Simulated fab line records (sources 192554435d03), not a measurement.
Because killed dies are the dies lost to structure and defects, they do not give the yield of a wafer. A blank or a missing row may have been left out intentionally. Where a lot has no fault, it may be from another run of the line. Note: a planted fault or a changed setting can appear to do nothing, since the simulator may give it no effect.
Which tool did it? -- flow n5Finfet -- Sampling: 8 lots, 23 wafers, 6 of 1938 route steps

== WHAT EACH GAUGE READ, for each wafer ==
N5_BEOL_M4_RC_MEAS_101. Usual: DIBL_N 35.0 mV/V, standard deviation 2.4; DIBL_P 35.4 mV/V, standard deviation 2.8; IOFF_N 0.14 nA/um, standard deviation 0.045; IOFF_P 0.20 nA/um, standard deviation 0.048; ION_N 667 uA/um, standard deviation 19; ION_P 460 uA/um, standard deviation 11; SS_N 71.2 mV/dec, standard deviation 0.71; SS_P 73.1 mV/dec, standard deviation 0.86; VT_N 252 mV, standard deviation 4.6; VT_P -251 mV, standard deviation 3.4.
lot,measured,on,DIBL_N (mV/V),DIBL_P (mV/V),IOFF_N (nA/um),IOFF_P (nA/um),ION_N (uA/um),ION_P (uA/um),SS_N (mV/dec),SS_P (mV/dec),VT_N (mV),VT_P (mV),flag
L811,day 8 14:15,prober-02,37.4 37.7 38.5,38.2 37.8 39.6,0.21 0.21 0.21,0.25 0.24 0.27,689 677 676,473 462 464,72.0 71.7 71.7,73.7 74.5 74.2,246 246 247,-248 -248 -248,
L813,day 9 04:11,prober-02,34.8 33.5 35.7,34.9 33.0 36.4,0.17 0.13 0.19,0.21 0.18 0.23,677 674 686,460 463 464,71.0 71.2 71.5,72.8 72.3 73.9,250 253 247,-250 -250 -249,
L827,day 12 12:53,prober-02,39.2 34.4 37.5,41.4 30.3 36.4,0.22 0.11 0.17,0.33 0.14 0.21,688 631 666,483 437 456,71.9 71.8 71.4,74.8 72.3 74.4,243 258 249,-246 -258 -252,
L828,day 12 18:19,prober-01,31.2 35.9 32.0,31.0 34.0 33.4,0.07 0.13 0.08,0.13 0.16 0.18,635 634 628,448 435 445,70.2 71.8 71.0,72.3 72.8 72.4,263 257 260,-256 -255 -252,
L829,day 12 19:49,prober-02,33.8 37.8 33.6,35.2 39.5 34.3,0.10 0.16 0.10,0.16 0.23 0.16,665 661 664,462 454 458,71.1 72.3 72.0,72.1 73.1 72.7,259 252 258,-256 -250 -255,
L830,day 13 14:25,prober-02,33.1 36.3,36.2 39.3,0.12 0.19,0.18 0.23,654 702,457 479,71.3 72.0,72.9 74.1,253 243,-251 -248,

== TOOL THAT RAN EACH LOT (tool first, then ch and the chambers of the sampled wafers, then the start) ==
lot,N5_BEOL_M4_ETCH_63,N5_BEOL_M4_ETCH_77,N5_BEOL_M4_ETCH_69,N5_BEOL_M4_ETCHBACK_99,N5_BEOL_M4_TRENCH_ETCH_37
L811,"rieDiel-05 ch 2,3, day 8 04:21","rieDiel-05 ch 0,3, day 8 05:15","rieDiel-05 ch 0,3, day 8 05:16","rieDiel-03 ch 1,3, day 8 08:04","rieDiel-03 ch 1,3, day 8 14:15 or earlier"
L813,"rieDiel-04 ch 0,1,2, day 8 17:59","rieDiel-04 ch 0,1,2, day 8 18:58","rieDiel-04 ch 0,1,2, day 8 19:01","rieDiel-03 ch 0,1,3, day 8 21:33","rieDiel-03 ch 0,1,3, day 9 04:11 or earlier"
L814,"rieDiel-05 ch 1,2,3, day 9 08:16","rieDiel-05 ch 0,2,3, day 9 09:15","rieDiel-05 ch 0,2,3, day 9 09:16","rieDiel-03 ch 1,2,3, day 9 11:38","rieDiel-03 ch 1,2,3, day 13 16:43 or earlier"
L817,"rieDiel-05 ch 1,2,3, day 9 12:26","rieDiel-05 ch 0,2,3, day 9 13:19","rieDiel-05 ch 0,2,3, day 9 13:21","rieDiel-03 ch 1,2,3, day 9 14:51","rieDiel-03 ch 1,2,3, day 14 09:44 or earlier"
L827,"rieDiel-03 ch 1,2,3, day 12 05:17","rieDiel-03 ch 1,2,3, day 12 06:23","rieDiel-03 ch 1,2,3, day 12 06:23","rieDiel-04 ch 0,1,3, day 12 08:14","rieDiel-04 ch 0,1,3, day 12 12:53 or earlier"
L828,"rieDiel-05 ch 0,2,3, day 12 12:07","rieDiel-05 ch 0,1,2, day 12 13:05","rieDiel-05 ch 0,1,2, day 12 13:05","rieDiel-05 ch 0,1,3, day 12 13:45","rieDiel-05 ch 0,1,3, day 12 18:19 or earlier"
L829,"rieDiel-05 ch 0,2,3, day 12 12:21","rieDiel-05 ch 1,2,3, day 12 13:13","rieDiel-05 ch 1,2,3, day 12 13:14","rieDiel-05 ch 0,1,3, day 12 14:10","rieDiel-05 ch 0,1,3, day 12 19:49 or earlier"
L830,"rieDiel-04 ch 0,1, day 12 18:07","rieDiel-05 ch 1,2, day 12 18:59","rieDiel-05 ch 1,2, day 12 18:59","rieDiel-05 ch 1,3, day 13 09:53","rieDiel-05 ch 1,3, day 13 14:25 or earlier"
- N5_BEOL_M4_ETCH_63: etches SiARC in CF4, target depth 15.6 nm, time 26 s.
- N5_BEOL_M4_ETCH_77: etches underlayer in N2/H2, target depth 6.5 nm, time 5.2 s.
- N5_BEOL_M4_ETCH_69: etches SiARC in CF4, target depth 15.6 nm, time 26 s.
- N5_BEOL_M4_ETCHBACK_99: etches SiO2 in CHF3, target depth 5 nm, time 10.4 s.
- N5_BEOL_M4_TRENCH_ETCH_37: etches SiOC in C4F6/O2, target depth 55.555 nm, time 29.2 s.

== WHAT THE TOOLS THEMSELVES READ (means of the sampled wafers that have a number; where no wafer has one, the mark that the record gives instead) ==
N5_BEOL_M4_ETCH_63. Usual: biasW 36.01 W, standard deviation 0.11; cf4FlowSccm 100.0 sccm, standard deviation 0.31; drypumpMotorCurrentA 5.7 A, standard deviation 0.47; etchRfOnTimeS 25.8 s, standard deviation 1.1; oesProductAu 0.69 a.u., standard deviation 0.09; rfVppV 183.9 V, standard deviation 1.3; showerheadPlenumPTorr 2.13 Torr, standard deviation 0.092; throttleValvePct 15.55 %, standard deviation 0.28.
lot,tool,biasW (W),cf4FlowSccm (sccm),drypumpMotorCurrentA (A),etchRfOnTimeS (s),oesProductAu (a.u.),rfVppV (V),showerheadPlenumPTorr (Torr),throttleValvePct (%),flag
L811,rieDiel-05,36.06,99.7,6.1,25.3,0.68,184.4,2.18,15.45,
L813,rieDiel-04,36.07,100.2,5.5,26.2,0.68,183.8,2.08,15.63,
L814,rieDiel-05,36.07,99.8,6.2,25.9,0.72,184.8,2.19,15.49,
L817,rieDiel-05,35.99,99.7,6.3,25.6,0.72,184.4,2.18,15.50,
L827,rieDiel-03,36.00,100.1,5.5,25.6,0.63,183.5,2.08,15.84,
L828,rieDiel-05,35.92,100.0,6.0,25.8,0.67,183.5,2.11,15.45,
L829,rieDiel-05,36.01,100.1,6.0,25.9,0.68,184.0,2.11,15.46,
L830,rieDiel-04,35.93,100.1,5.2,26.1,0.68,182.8,2.09,15.54,

N5_BEOL_M4_ETCH_77. Usual: biasW 150.0 W, standard deviation 0.49; chamberPressureMTorr 30.00 mTorr, standard deviation 0.038; drypumpMotorCurrentA 5.8 A, standard deviation 0.44; etchRfOnTimeS 5.14 s, standard deviation 0.2; oesProductAu 0.69 a.u., standard deviation 0.084; rfVppV 523 V, standard deviation 3.5; showerheadPlenumPTorr 2.53 Torr, standard deviation 0.12; throttleValvePct 17.80 %, standard deviation 0.2.
lot,tool,biasW (W),chamberPressureMTorr (mTorr),drypumpMotorCurrentA (A),etchRfOnTimeS (s),oesProductAu (a.u.),rfVppV (V),showerheadPlenumPTorr (Torr),throttleValvePct (%),flag
L811,rieDiel-05,150.3,30.01,5.9,5.24,0.77,525,2.55,17.65,
L813,rieDiel-04,150.1,30.04,5.5,5.31,0.68,522,2.48,17.93,
L814,rieDiel-05,149.7,29.99,6.0,5.12,0.70,523,2.53,17.74,
L817,rieDiel-05,150.2,30.03,6.0,5.14,0.69,524,2.53,17.76,
L827,rieDiel-03,150.1,30.01,5.5,5.10,0.63,522,2.45,17.93,
L828,rieDiel-05,149.8,29.99,6.2,5.30,0.70,523,2.52,17.72,
L829,rieDiel-05,149.8,29.95,6.2,5.22,0.68,525,2.60,17.81,
L830,rieDiel-05,149.9,29.99,6.4,5.27,0.68,524,2.56,17.76,

N5_BEOL_M4_ETCH_69. Usual: biasW 36.00 W, standard deviation 0.11; cf4FlowSccm 100.01 sccm, standard deviation 0.29; drypumpMotorCurrentA 5.8 A, standard deviation 0.44; etchRfOnTimeS 25.6 s, standard deviation 0.94; oesProductAu 0.69 a.u., standard deviation 0.084; rfVppV 184.0 V, standard deviation 1.4; showerheadPlenumPTorr 2.13 Torr, standard deviation 0.089; throttleValvePct 15.55 %, standard deviation 0.27.
lot,tool,biasW (W),cf4FlowSccm (sccm),drypumpMotorCurrentA (A),etchRfOnTimeS (s),oesProductAu (a.u.),rfVppV (V),showerheadPlenumPTorr (Torr),throttleValvePct (%),flag
L811,rieDiel-05,35.95,100.16,5.8,26.1,0.78,184.1,2.14,15.30,
L813,rieDiel-04,35.96,100.09,5.5,26.7,0.67,182.7,2.08,15.62,
L814,rieDiel-05,-,-,-,-,-,-,-,-,OFF
L817,rieDiel-05,-,-,-,-,-,-,-,-,OFF
L827,rieDiel-03,36.04,100.01,5.5,25.4,0.63,183.2,2.08,15.83,
L828,rieDiel-05,36.05,100.15,6.2,26.2,0.70,184.0,2.12,15.47,
L829,rieDiel-05,36.06,99.94,6.2,26.2,0.68,184.2,2.18,15.55,
L830,rieDiel-05,35.98,99.72,6.4,26.1,0.68,184.4,2.15,15.57,

N5_BEOL_M4_ETCHBACK_99. Usual: CHF3_flow_sccm 12.00 sccm, standard deviation 0.035; drypumpMotorCurrentA 5.7 A, standard deviation 0.47; oesProductAu 0.81 a.u., standard deviation 0.099; rfVppV 243 V, standard deviation 6.9; showerheadPlenumPTorr 2.15 Torr, standard deviation 0.1; throttleValvePct 17.04 %, standard deviation 0.27.
lot,tool,CHF3_flow_sccm (sccm),drypumpMotorCurrentA (A),oesProductAu (a.u.),rfVppV (V),showerheadPlenumPTorr (Torr),throttleValvePct (%),flag
L811,rieDiel-03,11.98,5.8,0.76,240,2.10,17.34,
L813,rieDiel-03,11.99,5.7,0.79,241,2.17,17.13,
L814,rieDiel-03,12.01,5.5,0.28,242,2.09,17.21,OFF
L817,rieDiel-03,12.02,5.6,0.28,241,2.10,17.22,OFF
L827,rieDiel-04,12.04,5.2,0.84,245,2.17,16.94,
L828,rieDiel-05,11.98,6.1,0.86,248,2.20,16.88,
L829,rieDiel-05,12.00,6.1,0.86,248,2.20,16.89,
L830,rieDiel-05,12.04,6.2,0.83,250,2.25,16.99,

N5_BEOL_M4_TRENCH_ETCH_37. Usual: C4F6_flow_sccm 10.00 sccm, standard deviation 0.031; O2_flow_sccm 10.00 sccm, standard deviation 0.033; drypumpMotorCurrentA 5.7 A, standard deviation 0.47; oesProductAu 0.81 a.u., standard deviation 0.1; rfVppV 671 V, standard deviation 19; showerheadPlenumPTorr 2.85 Torr, standard deviation 0.13; throttleValvePct 20.82 %, standard deviation 0.26.
lot,tool,C4F6_flow_sccm (sccm),O2_flow_sccm (sccm),drypumpMotorCurrentA (A),oesProductAu (a.u.),rfVppV (V),showerheadPlenumPTorr (Torr),throttleValvePct (%),flag
L811,rieDiel-03,10.00,10.01,5.8,0.75,663,2.78,21.12,
L813,rieDiel-03,9.99,9.99,5.6,0.79,666,2.86,20.94,
L814,rieDiel-03,10.01,9.97,5.5,0.75,667,2.77,21.01,
L817,rieDiel-03,10.00,10.00,5.5,0.75,667,2.77,21.00,
L827,rieDiel-04,9.98,9.98,5.2,0.84,675,2.87,20.76,
L828,rieDiel-05,10.01,10.01,6.1,0.86,686,2.90,20.68,
L829,rieDiel-05,9.98,10.01,6.1,0.85,686,2.90,20.68,
L830,rieDiel-05,9.98,9.97,6.2,0.83,691,2.98,20.79,

== THE ANSWER, worked out from the rows above alone ==
Rule: a lot is off if the mean of its wafers that have a number lies more than 3 standard deviations from the usual mean. Also off: a lot with no number at a reading for which 4 or more lots have one. The other lots that the step has rows for count as sound. The gauges are gone through in route order, then the tools' own readings, and for those a lot's mean is taken as printed above. The first step at which some lot is off is used, and at that step the reading that is off furthest; a lot without a number counts as furthest.
Off at N5_BEOL_M4_ETCH_69 (biasW): L814, L817. Without a number there: L814, L817.
If a tool, at that step or one of the process steps before it, ran each lot that is off and ran no sound lot following the first of them, it fits. No candidate that was tried fits.

== WHAT THE SIMULATOR HAD INSERTED ==
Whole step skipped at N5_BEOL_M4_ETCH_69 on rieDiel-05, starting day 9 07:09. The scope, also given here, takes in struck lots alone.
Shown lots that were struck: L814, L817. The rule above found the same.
